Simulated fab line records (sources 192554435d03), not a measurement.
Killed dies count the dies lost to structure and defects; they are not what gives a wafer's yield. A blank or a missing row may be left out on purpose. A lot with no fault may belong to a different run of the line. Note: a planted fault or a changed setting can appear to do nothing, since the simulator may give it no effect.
fab line records + flow n5Finfet
record
- lots=6
- wafers=18
- lastDay=17
route steps=1938 shown BEOL_M1@778 BEOL_M4@1111 PASSIVATION@1936
lots untouched by any fault: they come from a run of this same line in which no faults occurred
startH: hours from the record's first day to the start of the lot's first wafer shown + waitH: hours from the lot's prior step to this one + " the same as in the row above + L1.1+2: a single row standing in for several wafers + - no value, or no start given + * or withheld: withheld + < > ~ a bound
route shown NAME@n: names a module that has steps shown in the file, with the first one's number in the route + usual: mean/standard deviation taken from wafers without a fault + same: alike in all rows + chamber/n: place in a boat + sites: readings site by site + _std_site: the values' standard deviation + _edge_site: outer sites' mean less inner sites' + radiusMm: for every site, how far away it sits from the centre of the wafer + mask NAME#n: copy n + behind: the most recent tool/chamber to have shaped the wafer + hold: what put the lot on hold/how long, in hours/how the hold closed + device: whichever transistor did not switch (one of n, p or np) + end of line: tests run on the same wafers once the route is complete + step lacking rows: just its recipe + killed: at the first sort, the dies lost to defects and structure; wafer yield is something else + map: a wafer's dies, marking killed ones x, the rest . and places with no die _
set.NAME: the run value of the setting; set.NAME@STEP: its run value at that earlier step + model.NAME: the simulator's own value behind a step, which no gauge read
certain route steps with their lots: each step a table, each wafer a row
services: the hour from which a tool's chamber was out of use, counted from the record's first day as startH (under 0 if before that day), plus the number of hours and why
## steps
# step N5_BEOL_M1_COAT_68
# recipe
- resist=SiARC
- tempC=220
- timeS=60
- spinRpm=1500
- resistThkNm=12
# step N5_BEOL_M1_COAT_76
# recipe
- resist=underlayer
- tempC=205
- timeS=60
- spinRpm=1500
- resistThkNm=5
# step N5_BEOL_M1_COAT_22
# recipe
- resist=CAR-EUV
- spinRpm=1500
- resistThkNm=30
# step N5_BEOL_M1_EBR_24
# recipe
- solvent=PGMEA
- ebrWidthMm=1.5
# step N5_BEOL_M1_SOFTBAKE_23
# recipe
- tempC=110
- timeS=60
- resist=CAR-EUV
# step N5_BEOL_M1_EXPOSE_25
# recipe
- maskId=V0
- na=0.33
- sourceShape=quasar
- sigmaInner=0.2
- sigmaOuter=0.8
- polarization=unpolarized
- defocusNm=5
- targetCdNm=24
- doseMj=63
# step N5_BEOL_M1_PEB_26
# recipe
- pebTempC=100
- pebTimeS=60
- resist=CAR-EUV
# step N5_BEOL_M1_DEVELOP_27
# recipe
- developTimeS=30
- developer=TMAH
- resist=CAR-EUV
- rinseLiquid=surfactantRinse
- dry=airSpin
- devTempC=23
# step N5_BEOL_M1_CD_MEAS_28
# recipe
- landingEnergyEv=500
- detector=seInlens
- targetCdYNm=23.3
# usual
- cdNm=23.98/0.23
| lot.wafer | tool     | chamber | startH | waitH | cdNm  |
|-----------|----------|---------|--------|-------|-------|
| L954.2    | cdSem-01 | 0       | 143.43 | -     | 23.96 |
| L954.3    | "        | 0       | "      | "     | 23.95 |
| L954.6    | "        | 0       | "      | "     | 23.96 |
| L957.1    | cdSem-03 | 0       | 151.01 | -     | 24.02 |
| L957.4    | "        | 0       | "      | "     | 23.98 |
| L957.6    | "        | 0       | "      | "     | 23.75 |
| L958.3    | cdSem-02 | 0       | 158.43 | -     | 24.45 |
| L958.4    | "        | 0       | "      | "     | 23.95 |
| L958.5    | "        | 0       | "      | "     | 24.21 |
| L960.1    | cdSem-01 | 0       | 192.94 | -     | 24.06 |
| L960.2    | "        | 0       | "      | "     | 23.77 |
| L960.6    | "        | 0       | "      | "     | 23.68 |
| L969.3    | cdSem-01 | 0       | 237.91 | -     | 23.87 |
| L969.4    | "        | 0       | "      | "     | 24.18 |
| L969.6    | "        | 0       | "      | "     | 23.88 |
| L975.3    | cdSem-02 | 0       | 263.04 | -     | 24.00 |
| L975.5    | "        | 0       | "      | "     | 23.71 |
| L975.6    | "        | 0       | "      | "     | 23.75 |
# step N5_BEOL_M1_OVL_MEAS_29
# recipe
- pointsPerWafer=522
# usual
- V0_OVL=0.1/0.61
| lot.wafer | tool       | chamber | startH | waitH | V0_OVL[nm] |
|-----------|------------|---------|--------|-------|------------|
| L954.2    | overlay-02 | 0       | 143.47 | 0.0   | 0.4        |
| L954.3    | "          | 0       | "      | "     | -0.5       |
| L954.6    | "          | 0       | "      | "     | 0.9        |
| L957.1    | overlay-01 | 0       | 151.04 | 0.0   | -0.1       |
| L957.4    | "          | 0       | "      | "     | -1.0       |
| L957.6    | "          | 0       | "      | "     | -1.2       |
| L958.3    | overlay-01 | 0       | 158.47 | 0.0   | 0.6        |
| L958.4    | "          | 0       | "      | "     | 0.4        |
| L958.5    | "          | 0       | "      | "     | 0.4        |
| L960.1    | overlay-01 | 0       | 192.97 | 0.0   | 0.3        |
| L960.2    | "          | 0       | "      | "     | 0.5        |
| L960.6    | "          | 0       | "      | "     | 0.9        |
| L969.3    | overlay-02 | 0       | 237.95 | 0.0   | 1.0        |
| L969.4    | "          | 0       | "      | "     | 0.9        |
| L969.6    | "          | 0       | "      | "     | 0.5        |
| L975.3    | overlay-01 | 0       | 263.08 | 0.0   | 0.1        |
| L975.5    | "          | 0       | "      | "     | -0.3       |
| L975.6    | "          | 0       | "      | "     | -0.6       |
# step N5_BEOL_M1_INSPECT_30
# recipe
- mode=adi
- inspectInstrument=brightfield
# usual
- rawDefectCount=398/98
| lot.wafer | tool             | chamber | startH | waitH | rawDefectCount |
|-----------|------------------|---------|--------|-------|----------------|
| L954.2    | defectInspect-01 | -       | 143.52 | 0.0   | 580            |
| L954.3    | "                | -       | "      | "     | 330            |
| L954.6    | "                | -       | "      | "     | 374            |
| L957.1    | defectInspect-01 | -       | 151.10 | 0.1   | 581            |
| L957.4    | "                | -       | "      | "     | 349            |
| L957.6    | "                | -       | "      | "     | 418            |
| L958.3    | defectInspect-01 | -       | 158.52 | 0.0   | 553            |
| L958.4    | "                | -       | "      | "     | 441            |
| L958.5    | "                | -       | "      | "     | 559            |
| L960.1    | defectInspect-02 | -       | 193.03 | 0.1   | 355            |
| L960.2    | "                | -       | "      | "     | 366            |
| L960.6    | "                | -       | "      | "     | 298            |
| L969.3    | defectInspect-01 | -       | 237.99 | 0.0   | 355            |
| L969.4    | "                | -       | "      | "     | 416            |
| L969.6    | "                | -       | "      | "     | 352            |
| L975.3    | defectInspect-01 | -       | 263.12 | 0.0   | 244            |
| L975.5    | "                | -       | "      | "     | 233            |
| L975.6    | "                | -       | "      | "     | 289            |
# step N5_BEOL_M1_DESCUM_33
# recipe
- chemistry=O2
- timeS=7
- sourcePowerW=50
- biasPowerW=20
- pressureMtorr=20
- rfFrequencyHz=2.712e+07
- tempC=40
- resist=CAR-EUV
- o2FlowSccm=225
# usual
- drypumpMotorCurrentA=5.8/0.52
- oesProductAu=0.80/0.085
- rfVppV=243.4/1.4
- showerheadPlenumPTorr=2.11/0.077
- throttleValvePct=20.44/0.19
| lot.wafer | tool       | chamber | startH | waitH | drypumpMotorCurrentA | oesProductAu | rfHoursCounterH | rfVppV | showerheadPlenumPTorr | throttleValvePct |
|-----------|------------|---------|--------|-------|----------------------|--------------|-----------------|--------|-----------------------|------------------|
| L954.2    | rieDiel-02 | 0       | 143.78 | 0.3   | 5.1                  | 0.99         | 2               | 245.2  | 2.22                  | 20.54            |
| L954.3    | "          | 2       | "      | "     | 5.1                  | 0.82         | 79              | 241.1  | 2.03                  | 20.32            |
| L954.6    | "          | 1       | "      | "     | 5.6                  | 0.76         | -               | 244.1  | 2.19                  | 20.50            |
| L957.1    | rieDiel-02 | 2       | 151.13 | 0.0   | 5.1                  | 0.80         | 81              | 241.4  | 2.03                  | 20.33            |
| L957.4    | "          | 1       | "      | "     | 5.6                  | 0.75         | -               | 243.3  | 2.18                  | 20.51            |
| L957.6    | "          | 2       | "      | "     | 5.1                  | 0.81         | -               | 242.3  | 2.03                  | 20.33            |
| L958.3    | rieDiel-02 | 0       | 158.55 | 0.0   | 5.1                  | 0.96         | 7               | 244.4  | 2.22                  | 20.53            |
| L958.4    | "          | 1       | "      | "     | 5.5                  | 0.75         | -               | 244.2  | 2.18                  | 20.51            |
| L958.5    | "          | 0       | "      | "     | 5.1                  | 0.95         | -               | 246.0  | 2.22                  | 20.53            |
| L960.1    | rieDiel-06 | 3       | 193.06 | 0.0   | 6.6                  | 0.83         | 83              | 241.8  | 2.04                  | 20.44            |
| L960.2    | "          | 2       | "      | "     | 6.6                  | 0.77         | 155             | 242.6  | 2.09                  | 20.51            |
| L960.6    | "          | 3       | "      | "     | 6.5                  | 0.84         | -               | 243.1  | 2.04                  | 20.46            |
| L969.3    | rieDiel-06 | 3       | 238.03 | 0.0   | 6.5                  | 0.82         | 96              | 244.5  | 2.03                  | 20.50            |
| L969.4    | "          | 2       | "      | "     | 6.5                  | 0.76         | 169             | 244.2  | 2.08                  | 20.56            |
| L969.6    | "          | 1       | "      | "     | 5.5                  | 0.72         | -               | 242.4  | 1.98                  | 20.37            |
| L975.3    | rieDiel-02 | 0       | 263.16 | 0.0   | 5.1                  | 0.87         | 43              | 245.0  | 2.21                  | 20.58            |
| L975.5    | "          | 2       | "      | "     | 5.1                  | 0.79         | -               | 242.0  | 2.02                  | 20.36            |
| L975.6    | "          | 1       | "      | "     | 5.5                  | 0.73         | -               | 243.1  | 2.17                  | 20.58            |
# step N5_BEOL_M1_ETCH_77
# recipe
- chemistry=N2/H2
- target=underlayer
- targetDepthA=65
- maskMaterial=CAR-EUV
- timeS=5.2
- ionEnergyEv=200
- pressureMtorr=30
- sourceW=840
- biasW=150
- n2FlowSccm=200
- h2FlowSccm=200
- ends=cleared
# usual
- drypumpMotorCurrentA=5.8/0.52
- etchRfOnTimeS=5.23/0.09
- oesProductAu=0.68/0.072
- rfFwdPowerW=820.0/2.6
- rfVppV=524.3/2.9
- showerheadPlenumPTorr=2.56/0.095
- throttleValvePct=17.90/0.23
| lot.wafer | tool       | chamber | startH | waitH | drypumpMotorCurrentA | etchRfOnTimeS | oesProductAu | rfFwdPowerW | rfHoursCounterH | rfVppV | showerheadPlenumPTorr | throttleValvePct |
|-----------|------------|---------|--------|-------|----------------------|---------------|--------------|-------------|-----------------|--------|-----------------------|------------------|
| L954.2    | rieDiel-02 | 0       | 143.81 | 0.0   | 5.1                  | 5.14          | 0.84         | 822.0       | 2               | 530.6  | 2.72                  | 17.99            |
| L954.3    | "          | 2       | "      | "     | 5.1                  | 5.30          | 0.69         | 818.7       | 79              | 521.4  | 2.47                  | 17.70            |
| L954.6    | "          | 1       | "      | "     | 5.5                  | 5.31          | 0.63         | 819.3       | -               | 529.5  | 2.66                  | 18.06            |
| L957.1    | rieDiel-02 | 2       | 151.16 | 0.0   | 5.1                  | 4.51          | 0.74         | 1023.4      | 81              | 487.3  | 2.47                  | 17.71            |
| L957.4    | "          | 1       | "      | "     | 5.5                  | 4.50          | 0.70         | 1020.9      | -               | 490.5  | 2.66                  | 18.04            |
| L957.6    | "          | 2       | "      | "     | 5.1                  | 4.48          | 0.75         | 1025.9      | -               | 487.9  | 2.47                  | 17.69            |
| L958.3    | rieDiel-02 | 0       | 158.59 | 0.0   | 5.1                  | 4.34          | 0.89         | 1025.5      | 7               | 494.6  | 2.72                  | 18.03            |
| L958.4    | "          | 1       | "      | "     | 5.5                  | 4.47          | 0.71         | 1023.2      | -               | 490.6  | 2.66                  | 18.06            |
| L958.5    | "          | 0       | "      | "     | 5.1                  | 4.29          | 0.90         | 1022.4      | -               | 489.5  | 2.72                  | 18.03            |
| L960.1    | rieDiel-06 | 3       | 193.10 | 0.0   | 6.5                  | 5.20          | 0.70         | 822.3       | 83              | 521.1  | 2.47                  | 17.82            |
| L960.2    | "          | 2       | "      | "     | 6.5                  | 5.28          | 0.66         | 816.6       | 155             | 524.6  | 2.53                  | 17.83            |
| L960.6    | "          | 3       | "      | "     | 6.6                  | 5.25          | 0.71         | 823.2       | -               | 521.5  | 2.47                  | 17.82            |
| L969.3    | rieDiel-06 | 3       | 238.06 | 0.0   | 6.6                  | 5.22          | 0.69         | 823.0       | 96              | 521.3  | 2.47                  | 17.81            |
| L969.4    | "          | 2       | "      | "     | 6.5                  | 5.34          | 0.63         | 819.3       | 169             | 523.8  | 2.53                  | 17.86            |
| L969.6    | "          | 1       | "      | "     | 5.5                  | 5.38          | 0.61         | 820.7       | -               | 520.1  | 2.42                  | 17.95            |
| L975.3    | rieDiel-02 | 0       | 263.19 | 0.0   | 5.1                  | 5.13          | 0.76         | 820.1       | 43              | 527.1  | 2.70                  | 18.09            |
| L975.5    | "          | 2       | "      | "     | 5.1                  | 5.30          | 0.67         | 823.7       | -               | 519.4  | 2.46                  | 17.72            |
| L975.6    | "          | 1       | "      | "     | 5.5                  | 5.26          | 0.62         | 818.4       | -               | 524.7  | 2.64                  | 18.13            |
# step N5_BEOL_M1_ETCH_69
# recipe
- chemistry=CF4
- target=SiARC
- targetDepthA=156
- maskMaterial=CAR-EUV
- timeS=26
- ionEnergyEv=80
- pressureMtorr=40
- sourceW=545
- biasW=36
- Ar_flow_sccm=100
- cf4FlowSccm=100
- ends=cleared
# usual
- drypumpMotorCurrentA=5.8/0.52
- etchRfOnTimeS=25.9/0.49
- mfcArSccm=100.0/0.33
- oesProductAu=0.69/0.072
- rfFwdPowerW=532.7/2.4
- rfVppV=184.2/1.2
- showerheadPlenumPTorr=2.16/0.075
- throttleValvePct=15.62/0.21
| lot.wafer | tool       | chamber | startH | waitH | drypumpMotorCurrentA | etchRfOnTimeS | mfcArSccm | oesProductAu | rfFwdPowerW | rfHoursCounterH | rfVppV | showerheadPlenumPTorr | throttleValvePct |
|-----------|------------|---------|--------|-------|----------------------|---------------|-----------|--------------|-------------|-----------------|--------|-----------------------|------------------|
| L954.2    | rieDiel-02 | 0       | 143.83 | 0.0   | 5.1                  | 25.4          | 100.1     | 0.84         | 538.6       | 2               | 186.0  | 2.28                  | 15.73            |
| L954.3    | "          | 2       | "      | "     | 5.1                  | 26.9          | 99.9      | 0.68         | 532.4       | 79              | 182.6  | 2.08                  | 15.44            |
| L954.6    | "          | 1       | "      | "     | 5.6                  | 26.6          | 100.2     | 0.64         | 533.1       | -               | 183.8  | 2.22                  | 15.64            |
| L957.1    | rieDiel-02 | 2       | 151.18 | 0.0   | 5.1                  | 26.5          | 99.8      | 0.68         | 533.4       | 81              | 184.6  | 2.08                  | 15.46            |
| L957.4    | "          | 1       | "      | "     | 5.6                  | 26.4          | 99.8      | 0.64         | 533.6       | -               | 187.0  | 2.22                  | 15.65            |
| L957.6    | "          | 2       | "      | "     | 5.1                  | 26.5          | 100.0     | 0.69         | 533.3       | -               | 183.0  | 2.08                  | 15.47            |
| L958.3    | rieDiel-02 | 0       | 158.60 | 0.0   | 5.1                  | 25.4          | 99.4      | 0.81         | 536.7       | 7               | 187.2  | 2.28                  | 15.73            |
| L958.4    | "          | 1       | "      | "     | 5.5                  | 26.8          | 100.1     | 0.64         | 531.4       | -               | 184.0  | 2.22                  | 15.65            |
| L958.5    | "          | 0       | "      | "     | 5.1                  | 25.2          | 99.5      | 0.81         | 535.4       | -               | 186.3  | 2.28                  | 15.72            |
| L960.1    | rieDiel-06 | 3       | 193.11 | 0.0   | 6.6                  | 25.7          | 100.1     | 0.70         | 532.3       | 83              | 182.8  | 2.08                  | 15.56            |
| L960.2    | "          | 2       | "      | "     | 6.5                  | 26.0          | 100.3     | 0.65         | 530.8       | 155             | 183.5  | 2.14                  | 15.74            |
| L960.6    | "          | 3       | "      | "     | 6.6                  | 25.8          | 99.6      | 0.70         | 530.3       | -               | 183.1  | 2.08                  | 15.58            |
| L969.3    | rieDiel-06 | 3       | 238.08 | 0.0   | 6.6                  | 25.9          | 100.5     | 0.69         | 532.2       | 96              | 182.8  | 2.07                  | 15.61            |
| L969.4    | "          | 2       | "      | "     | 6.5                  | 26.2          | 99.5      | 0.65         | 528.1       | 169             | 182.9  | 2.14                  | 15.77            |
| L969.6    | "          | 1       | "      | "     | 5.5                  | 26.8          | 100.0     | 0.61         | 534.1       | -               | 183.0  | 2.05                  | 15.64            |
| L975.3    | rieDiel-02 | 0       | 263.21 | 0.0   | 5.1                  | 25.1          | 100.0     | 0.76         | 532.4       | 43              | 185.2  | 2.27                  | 15.81            |
| L975.5    | "          | 2       | "      | "     | 5.1                  | 26.3          | 100.1     | 0.67         | 533.0       | -               | 182.2  | 2.07                  | 15.50            |
| L975.6    | "          | 1       | "      | "     | 5.5                  | 26.1          | 100.4     | 0.62         | 533.1       | -               | 185.4  | 2.21                  | 15.71            |
# step N5_BEOL_M4_RC_MEAS_101
# usual
- DIBL_N=36.3/1.2
- DIBL_P=36.7/1.5
- IOFF_N=0.164/0.02
- IOFF_P=0.214/0.024
- ION_N=673/8.5
- ION_P=461/5.9
- SS_N=71.6/0.44
- SS_P=73.3/0.55
- VT_N=249.4/2.4
- VT_P=-250.0/2.3
| lot.wafer | tool      | chamber | startH | waitH | DIBL_N[mV/V] | DIBL_P[mV/V] | IOFF_N[nA/um] | IOFF_P[nA/um] | ION_N[uA/um] | ION_P[uA/um] | SS_N[mV/dec] | SS_P[mV/dec] | VT_N[mV] | VT_P[mV] |
|-----------|-----------|---------|--------|-------|--------------|--------------|---------------|---------------|--------------|--------------|--------------|--------------|----------|----------|
| L954.2    | prober-01 | 0       | 194.91 | 0.2   | 35.8         | 38.1         | 0.168         | 0.214         | 678          | 462          | 71.2         | 73.9         | 247.9    | -252.2   |
| L954.3    | "         | 0       | "      | "     | 34.7         | 36.0         | 0.141         | 0.180         | 669          | 455          | 70.6         | 72.5         | 251.3    | -251.2   |
| L954.6    | "         | 0       | "      | "     | 35.6         | 36.7         | 0.156         | 0.194         | 668          | 455          | 72.1         | 72.8         | 250.0    | -253.7   |
| L958.3    | prober-01 | 0       | 203.97 | 0.3   | 36.2         | 36.6         | 0.152         | 0.224         | 671          | 470          | 71.6         | 73.2         | 250.0    | -247.6   |
| L958.4    | "         | 0       | "      | "     | 36.2         | 35.8         | 0.153         | 0.211         | 678          | 462          | 70.7         | 73.6         | 248.5    | -249.2   |
| L958.5    | "         | 0       | "      | "     | 36.8         | 36.6         | 0.164         | 0.228         | 670          | 464          | 71.2         | 73.3         | 248.7    | -245.8   |
| L957.1    | prober-01 | 0       | 205.52 | 0.0   | 36.2         | 36.5         | 0.157         | 0.238         | 679          | 466          | 71.6         | 73.2         | 245.6    | -245.9   |
| L957.4    | "         | 0       | "      | "     | 36.4         | 36.6         | 0.157         | 0.240         | 678          | 471          | 71.6         | 73.6         | 247.3    | -247.6   |
| L957.6    | "         | 0       | "      | "     | 39.1         | 39.8         | 0.214         | 0.295         | 692          | 475          | 72.5         | 73.6         | 248.0    | -244.1   |
| L960.1    | prober-01 | 0       | 233.70 | 0.0   | 35.2         | 36.6         | 0.156         | 0.211         | 676          | 465          | 70.9         | 72.7         | 247.4    | -249.8   |
| L960.2    | "         | 0       | "      | "     | 35.7         | 36.8         | 0.159         | 0.204         | 677          | 457          | 71.3         | 73.1         | 248.4    | -252.8   |
| L960.6    | "         | 0       | "      | "     | 35.8         | 37.0         | 0.169         | 0.213         | 676          | 459          | 71.2         | 72.8         | 249.8    | -250.5   |
| L969.3    | prober-02 | 0       | 283.15 | 0.3   | 36.9         | 38.5         | 0.214         | 0.250         | 692          | 473          | 72.3         | 74.0         | 243.5    | -248.5   |
| L969.4    | "         | 0       | "      | "     | 36.1         | 36.1         | 0.174         | 0.210         | 674          | 466          | 72.0         | 73.3         | 249.3    | -251.5   |
| L969.6    | "         | 0       | "      | "     | 36.5         | 37.8         | 0.187         | 0.233         | 680          | 459          | 71.7         | 73.5         | 244.2    | -249.7   |
| L975.3    | prober-02 | 0       | 307.49 | 0.3   | 37.3         | 39.5         | 0.178         | 0.237         | 679          | 466          | 71.8         | 73.9         | 250.1    | -250.4   |
| L975.5    | "         | 0       | "      | "     | 38.1         | 40.5         | 0.196         | 0.242         | 682          | 467          | 72.0         | 74.5         | 247.9    | -249.3   |
| L975.6    | "         | 0       | "      | "     | 36.9         | 39.9         | 0.183         | 0.241         | 688          | 469          | 71.3         | 73.9         | 247.6    | -249.9   |
# step N5_PASSIVATION_PROBE_49
# usual
- defectLimitedYield=91.2/1.5
- killed_at_M0_to_M3=35/11
- killed_at_M4_up=13/5.6
- killedAtContacts=13/6.3
- killedAtFrontEnd=38/12
- killedAtOther=3.7/2.9
- killedDies=104/18
- killedOpen=69/13
- killedShort=34/8.3
- sort_bin_5_function=5.2/0.95
- sort_bin_6_memory=3.3/0.68
- sortNPass=1076/18
- sortYieldPct=91.2/1.5
# same
- grossDies=1180
- killedAtBackSide=0
- sort_bin_4_leakage[%]=0
- sort_bin_8_speed[%]=0
| lot.wafer | tool      | chamber | startH | waitH | defectLimitedYield[%] | killed_at_M0_to_M3 | killed_at_M4_up | killedAtContacts | killedAtFrontEnd | killedAtOther | killedDies | killedOpen | killedShort | sort_bin_5_function[%] | sort_bin_6_memory[%] | sortNPass | sortYieldPct[%] |
|-----------|-----------|---------|--------|-------|-----------------------|--------------------|-----------------|------------------|------------------|---------------|------------|------------|-------------|------------------------|----------------------|-----------|-----------------|
| L957.1    | prober-01 | -       | 311.51 | 0.0   | 91.4                  | 24                 | 15              | 21               | 38               | 3             | 101        | 63         | 36          | 5.3                    | 3.1                  | 1079      | 91.4            |
| L957.4    | prober-01 | -       | 311.66 | 0.2   | 90.0                  | 46                 | 17              | 19               | 33               | 3             | 118        | 73         | 40          | 5.7                    | 3.9                  | 1062      | 90.0            |
| L957.6    | prober-01 | -       | 311.76 | 0.3   | 90.9                  | 41                 | 21              | 11               | 34               | 0             | 107        | 68         | 31          | 5.1                    | 3.3                  | 1073      | 90.9            |
| L969.3    | prober-02 | -       | 383.79 | 0.1   | 90.2                  | 35                 | 16              | 32               | 31               | 2             | 116        | 76         | 39          | 5.1                    | 4.5                  | 1064      | 90.2            |
| L969.6    | prober-02 | -       | 383.94 | 0.3   | 91.5                  | 38                 | 17              | 22               | 21               | 2             | 100        | 75         | 25          | 5.3                    | 2.8                  | 1080      | 91.5            |
# killed by level:class
L957.1 MOL_CONTACT_COAG:geometricParticle:open=14 FIN_SAQP:geometricParticle:short=7 FIN_SAQP:geometricParticle:open=7 STI_FIN_REVEAL:geometricParticle:open=7 BEOL_M5:geometricParticle:open=7 MOL_CONTACT_COAG:geometricParticle:short=6 DUMMY_GATE:geometricParticle:open=5 BEOL_M0_SAQP:geometricParticle:short=5
L957.4 MOL_CONTACT_COAG:geometricParticle:open=13 BEOL_M0_SAQP:geometricParticle:short=13 BEOL_M1:geometricParticle:open=12 BEOL_M0_SAQP:geometricParticle:open=8 FIN_SAQP:geometricParticle:open=7 STI_FIN_REVEAL:geometricParticle:open=6 STARTING-WAFER:geometricParticle:short=5 FIN_SAQP:geometricParticle:short=4
L957.6 FIN_SAQP:geometricParticle:short=9 STI_FIN_REVEAL:geometricParticle:open=9 BEOL_M3:geometricParticle:open=9 MOL_CONTACT_COAG:geometricParticle:open=8 BEOL_M1:geometricParticle:open=8 BEOL_M0_SAQP:geometricParticle:open=7 BEOL_M2:geometricParticle:open=6 BEOL_M0_SAQP:geometricParticle:short=6
L969.3 MOL_CONTACT_COAG:geometricParticle:open=28 BEOL_M2:geometricParticle:open=10 GATE_CUT:geometricParticle:open=6 BEOL_M0_SAQP:geometricParticle:short=6 FIN_SAQP:geometricParticle:short=5 BEOL_M1:geometricParticle:open=5 BEOL_M0_SAQP:geometricParticle:open=5 ILD0:geometricParticle:open=4
L969.6 MOL_CONTACT_COAG:geometricParticle:open=20 BEOL_M2:geometricParticle:open=8 BEOL_M4:geometricParticle:open=7 BEOL_M0_SAQP:geometricParticle:open=5 BEOL_M1:geometricParticle:open=5 BEOL_M2:geometricParticle:short=5 FIN_SAQP:geometricParticle:open=4 BEOL_M0_SAQP:geometricParticle:short=4
## services
| tool       | chamber | startH | hours | kind                        |
|------------|---------|--------|-------|-----------------------------|
| rieDiel-02 | 3       | 143.56 | -     | clean                       |
| rieDiel-02 | 3       | 143.56 | -     | consumableReplace:focusRing |
| rieDiel-02 | 2       | 187.47 | 42.2  | repair                      |
## key
firstSign
- step=N5_BEOL_M1_ETCH_77
- reading=rfFwdPowerW
- direction=up
- sigmas=80
- usual=*
- struck=*
effect
- step=N5_BEOL_M1_ETCH_77
- reading=rfVppV
- direction=down
- sigmas=12
- usual=524.3
- struck=490.1
metAt N5_BEOL_M1_ETCH_77
struckWafers L957.1,L957.4,L957.6,L958.3,L958.4,L958.5
onsetBetween 143.81 151.16
fault
- kind=processParameterDrift
- tool=rieDiel-02
- chamber=-
- onsetH=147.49
- steps=N5_BEOL_M1_ETCH_77
- channel=sourceW
- offset=201.6
- shape=step
- endH=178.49
- actsIn=theseRecipesOnly
- stated=840
